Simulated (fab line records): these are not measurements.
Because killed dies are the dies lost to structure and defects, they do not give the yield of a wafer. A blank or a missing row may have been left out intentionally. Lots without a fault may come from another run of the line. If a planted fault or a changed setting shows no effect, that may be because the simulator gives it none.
Shared-tool check -- flow nandHarc -- Sample size 5 lots and 11 wafers

WHAT PROMPTED THE OPENING
Flagged at NHARC_END_SORT_01: reading killedAtPeriphery, on 1 of 5 lots. No-fault wafers: 4.0, standard deviation 2.6.
Rule: a lot is flagged when every wafer of it that has a number lies more than 4 standard deviations from that mean, or none has a number. All remaining lots are regarded as sound.

lot,measured,on,"killedAtPeriphery, wafer by wafer",flag
L595,day 24 07:23,prober-02,6 4 9,
L597,day 25 14:17,prober-01,0 3 3,
L604,day 28 11:29,prober-02,2,
L605,day 28 12:16,prober-01,6,
L609,day 29 22:02,prober-02,626 627 620,FLAGGED
Flagged lots average 624.3: +620.3 relative to the usual, that is +99 or more standard deviations.

EACH LOT AND THE TOOL IT RAN ON
Before the reading, the record contains 3 process steps out of a 1302-step route. In each cell: the tool, then ch and the chambers that the sampled wafers went through, then the start.
lot,flag,NHARC_P_GATE_EXPOSE_08,NHARC_P_GATE_DEP_103,NHARC_P_GATE_ETCH_104
L595,,"krfScanner-02 ch 0, day 4 16:19","pecvd-01 ch 0,1,2, day 5 06:31","rieDiel-01 ch 0,2,3, day 5 07:20"
L597,,"krfScanner-03 ch 0, day 5 18:26","pecvd-03 ch 0,2, day 6 12:17","rieDiel-04 ch 0,2,3, day 6 13:04"
L604,,"krfScanner-01 ch 0, day 8 20:01","pecvd-04 ch 0,2, day 9 10:18","rieDiel-10 ch 0,1,3, day 9 11:16"
L605,,"krfScanner-03 ch 0, day 8 19:52","pecvd-01 ch 1,2, day 9 11:00","rieDiel-10 ch 0,2,3, day 9 11:53"
L609,FLAGGED,"krfScanner-01 ch 0, day 10 14:09","pecvd-03 ch 0,2, day 11 05:43","rieDiel-04 ch 2,3, day 11 06:40"
These steps, and what they do:
- NHARC_P_GATE_EXPOSE_08: exposes mask P HV.
- NHARC_P_GATE_DEP_103: deposits SiON, target thk 30 nm.
- NHARC_P_GATE_ETCH_104: etches the open film in CF4/CHF3, target depth 60 nm.
- NHARC_END_SORT_01

FLAGGED OVER TOTAL, TOOL BY TOOL (the gauges that took the reading come last)
step,tool,lots run,flagged,share of the flagged lots,sound lots run after its first flagged lot
NHARC_P_GATE_EXPOSE_08,krfScanner-01,2,1,all,0
NHARC_P_GATE_EXPOSE_08,krfScanner-02,1,0,none,-
NHARC_P_GATE_EXPOSE_08,krfScanner-03,2,0,none,-
NHARC_P_GATE_DEP_103,pecvd-01,2,0,none,-
NHARC_P_GATE_DEP_103,pecvd-03,2,1,all,0
NHARC_P_GATE_DEP_103,pecvd-04,1,0,none,-
NHARC_P_GATE_ETCH_104,rieDiel-01,1,0,none,-
NHARC_P_GATE_ETCH_104,rieDiel-04,2,1,all,0
NHARC_P_GATE_ETCH_104,rieDiel-10,2,0,none,-
NHARC_END_SORT_01,prober-01,2,0,none,-
NHARC_END_SORT_01,prober-02,3,1,all,0

WHAT THE TABLE PERMITS
4 rows of the table ran every flagged lot: krfScanner-01 at NHARC_P_GATE_EXPOSE_08, pecvd-03 at NHARC_P_GATE_DEP_103, rieDiel-04 at NHARC_P_GATE_ETCH_104, prober-02 at NHARC_END_SORT_01.
- krfScanner-01 at NHARC_P_GATE_EXPOSE_08 ran 2 lots, 1 of them flagged. Last sound lot L604 at day 8 20:01, first flagged lot L609 at day 10 14:09; a fault beginning in between fits.
- pecvd-03 at NHARC_P_GATE_DEP_103 ran 2 lots, 1 of them flagged. Last sound lot L597 at day 6 12:17, first flagged lot L609 at day 11 05:43; a fault beginning in between fits.
- rieDiel-04 at NHARC_P_GATE_ETCH_104 ran 2 lots, 1 of them flagged. Last sound lot L597 at day 6 13:04, first flagged lot L609 at day 11 06:40; a fault beginning in between fits.
- prober-02 at NHARC_END_SORT_01 ran 3 lots, 1 of them flagged. Last sound lot L604 at day 28 11:29, first flagged lot L609 at day 29 22:02; a fault beginning in between fits.
A lot count leaves these 4 tools indistinguishable: every one of them fits a fault beginning at some hour. More lots, or a look at what each step does to the wafer, might.

WHAT WAS PUT IN BY THE SIMULATOR
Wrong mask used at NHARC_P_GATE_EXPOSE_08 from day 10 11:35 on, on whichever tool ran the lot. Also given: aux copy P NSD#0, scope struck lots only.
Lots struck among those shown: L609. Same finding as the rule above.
